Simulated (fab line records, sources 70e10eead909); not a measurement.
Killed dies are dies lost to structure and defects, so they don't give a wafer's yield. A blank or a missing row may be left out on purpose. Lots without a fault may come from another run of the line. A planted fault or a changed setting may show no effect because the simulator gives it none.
Problem report in the 8D (eight disciplines) form, filled by code | flow nand_harc | the parts of the form that need people (team, actions taken, sign-off) are left out

1. THE PROBLEM
cd_nm at NHARC_A_CHANNEL_HOLE_D2_CD_MEAS_10 reads a mean of 104.6 nm on 6 wafers of 2 lots; wafers without a fault read 99.9 nm with a standard deviation of 0.76. That is +6.2 standard deviations from the usual mean.
The step: target cd 100 nm.
First seen on wafer L648.1, day 16 17:59, on cd_sem-03. The record holds 36 wafers of 12 lots with a number at this step. Rule for "out", or "out of limits": more than 4 standard deviations from the usual mean. The other wafers with a number count as sound.

2. WHAT IT IS AND WHAT IT IS NOT
question                    | is                     | is not
which readings at this step | cd_nm                  | -
which lots                  | L648, L651             | L640, L643, L644, L645, L646, L647, L656, L660, L661, L662
which wafers of those lots  | all that have a number | -
read on which gauges        | cd_sem-01, cd_sem-03   | cd_sem-02
when                        | from day 16 17:59      | up to then (18 sound wafers); but 12 sound wafers of L656, L660, L661, L662 came after

3. SUSPECTS, AND WHAT RULES EACH OUT
Counting: a tool at a process step up to the reading stays a suspect if it ran every lot that is out and no sound lot after the first of them.
- the gauge at NHARC_A_CHANNEL_HOLE_D2_CD_MEAS_10: ruled out. The wafers that are out were read on 2 gauges (cd_sem-01, cd_sem-03).
- arfi_scanner-03 at NHARC_A_CHANNEL_HOLE_D2_EXPOSE_07 (exposes mask HOLE D2, target cd 100 nm): kept. It ran every lot that is out, first L648 (day 16 17:51), and no sound lot after that; its last sound lot up to then is L647 (day 15 21:47). Its own readings are out on those wafers: exposure_dose_mJ_cm2.
Left after counting: arfi_scanner-03 at NHARC_A_CHANNEL_HOLE_D2_EXPOSE_07.

4. THE CAUSE (what the simulator had put in)
Process parameter drift: arfi_scanner-03, from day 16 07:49 on, at NHARC_A_CHANNEL_HOLE_D2_EXPOSE_07. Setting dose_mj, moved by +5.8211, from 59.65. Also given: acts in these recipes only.
Counting left only this tool.

5. THE CHAIN OF EFFECTS, in route order
Each row: a reading whose mean over the struck wafers that have a number lies more than 3 standard deviations from the usual. Only readings for which the record gives a usual standard deviation are gone through. hours: the time from each lot's start at the first step in this table that gives one to its start at this step, as a median over the lots. sigmas: the change in usual standard deviations.
hours | step                               | reading              | usual   | on struck wafers | change | sigmas
0     | NHARC_A_CHANNEL_HOLE_D2_EXPOSE_07  | exposure_dose_mJ_cm2 | 59.62   | 64.82            | +5.20  | +87
0     | NHARC_A_CHANNEL_HOLE_D2_CD_MEAS_10 | cd_nm                | 99.9 nm | 104.6            | +4.7   | +6.2
The process steps in it:
- NHARC_A_CHANNEL_HOLE_D2_EXPOSE_07: exposes mask HOLE D2, target cd 100 nm.
Later measuring or inspecting steps at which every struck wafer that the step has a row for has a number for every such reading, and none has moved that far: NHARC_A_CHANNEL_HOLE_D2_OVL_MEAS_11, NHARC_END_SORT_01.

6. WHAT WOULD HAVE CAUGHT IT SOONER
In this record the first reading out of limits at a measuring or inspecting step was taken at day 16 17:59, 10 hours after the fault began at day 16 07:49.
The tool's own readings at NHARC_A_CHANNEL_HOLE_D2_EXPOSE_07 were out on every struck wafer that the step has a row for (exposure_dose_mJ_cm2): an alarm limit on them would have fired on the first of those.
Of the lots that are out (2), L651 began NHARC_A_CHANNEL_HOLE_D2_EXPOSE_07 on arfi_scanner-03 after day 16 17:59. A hold on the tool at that time would have spared it.
